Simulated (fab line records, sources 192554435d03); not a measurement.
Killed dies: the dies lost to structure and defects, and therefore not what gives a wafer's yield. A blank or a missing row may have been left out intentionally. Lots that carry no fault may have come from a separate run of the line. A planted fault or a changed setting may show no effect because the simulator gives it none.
Split-lot trial + flow n5-finfet + 7 lots, 21 wafers read, on a route of 1938 steps

## SPLIT DETAILS
At N5_HKMG_FIN_ETCH_54 (etches SiARC in CF4, target depth 45.5 nm, time 75.8 s), the setting bias-w was moved away from the recipe's 36 W on 6 of the 21 wafers read, by -17.1% to -5.5%. For the rest of the wafers, this setting stayed at what the recipe calls for.

Reading taken at the split's own step.

## THE READING
rf-vpp-V, in V, at N5_HKMG_FIN_ETCH_54 (etches SiARC in CF4, target depth 45.5 nm, time 75.8 s). Typical for fault-free wafers on this fab line: 184.4 V, with standard deviation 1.3 V.

| wafer  | tool, chamber at the split | bias-w as run, W | against the recipe | rf-vpp-V, V | against lot-mates on the recipe |
|--------|----------------------------|------------------|--------------------|-------------|---------------------------------|
| L074.3 | rie-diel-04, 0             | 36               | recipe             | 185.8       | -                               |
| L074.5 | rie-diel-04, 2             | 36               | recipe             | 184.5       | -                               |
| L074.6 | rie-diel-04, 1             | 36               | recipe             | 182.8       | -                               |
| L076.2 | rie-diel-04, 0             | 36               | recipe             | 186.9       | -                               |
| L076.4 | rie-diel-04, 3             | 36               | recipe             | 183.9       | -                               |
| L076.5 | rie-diel-04, 0             | 36               | recipe             | 185.7       | -                               |
| L087.1 | rie-diel-03, 1             | 33.19            | -7.8%              | 174.8       | -9.1                            |
| L087.5 | rie-diel-03, 0             | 36               | recipe             | 184.0       | -                               |
| L087.6 | rie-diel-03, 1             | 36               | recipe             | 183.8       | -                               |
| L088.1 | rie-diel-06, 2             | 36               | recipe             | 183.3       | -                               |
| L088.3 | rie-diel-06, 3             | 36               | recipe             | 184.6       | -                               |
| L088.6 | rie-diel-06, 2             | 36               | recipe             | 182.2       | -                               |
| L090.3 | rie-diel-06, 3             | 34.01            | -5.5%              | 178.3       | -4.6                            |
| L090.4 | rie-diel-06, 1             | 34.01            | -5.5%              | 175.4       | -7.5                            |
| L090.6 | rie-diel-06, 1             | 36               | recipe             | 182.9       | -                               |
| L091.2 | rie-diel-03, 1             | 33.33            | -7.4%              | 174.7       | -11.6                           |
| L091.3 | rie-diel-03, 2             | 33.33            | -7.4%              | 176.8       | -9.5                            |
| L091.5 | rie-diel-03, 2             | 36               | recipe             | 186.3       | -                               |
| L092.3 | rie-diel-06, 3             | 36               | recipe             | 185.0       | -                               |
| L092.5 | rie-diel-06, 3             | 36               | recipe             | 185.1       | -                               |
| L092.6 | rie-diel-06, 2             | 29.85            | -17.1%             | 162.4       | -22.7                           |

THE FIT
A straight line over all 21 wafers: rf-vpp-V changes by +1.27 V for each +1% of bias-w; r = +0.97; the points scatter about the line by 1.3 V.
The same after taking each lot's own level away (the mean of its wafers on the recipe; 21 wafers): +1.31 V for each +1%; r = +0.98; scatter 1.1 V.
Per that fit: largest bias-w move, reading shift of 22 V.
The lots' own levels span 182.90 to 186.30 V, that is 2.6 times the standard deviation above.
So the lot-to-lot level changes the slope little: the two slopes agree.
Check: -21.7 V against its lot-mates is what the line predicts for one of the wafers moved furthest among these (-17.1%) when that wafer is left out of the fit. Against them it came out at -22.7 V.
Tool readings at the split's step, against how far the setting was moved: rf-vpp-V r = +0.97.

## ADDITIONAL SPLITS CARRIED BY THESE WAFERS
Note: prior to the reading, these wafers also went through further splits. Each is held against what the fit with the lots' levels taken away leaves over:
| other split on the same wafers        | wafers away from the commonest value | r with rf-vpp-V (lot level and that fit taken away) |
|---------------------------------------|--------------------------------------|-----------------------------------------------------|
| N5_STI_FIN_REVEAL_PRECLEAN_17 time-s  | 10                                   | +0.17                                               |
| N5_SD_EPI_N_DEVELOP_08 develop-time-s | 5                                    | +0.07                                               |
| N5_SD_EPI_N_ETCH_45 target-depth-a    | 5                                    | -0.26                                               |
| N5_ILD0_CMP_12 down-force-psi         | 5                                    | -0.27                                               |

## FILE'S OWN FIT
rf-vpp-V changes by +1.3 V for each +1% of bias-w, r = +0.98.
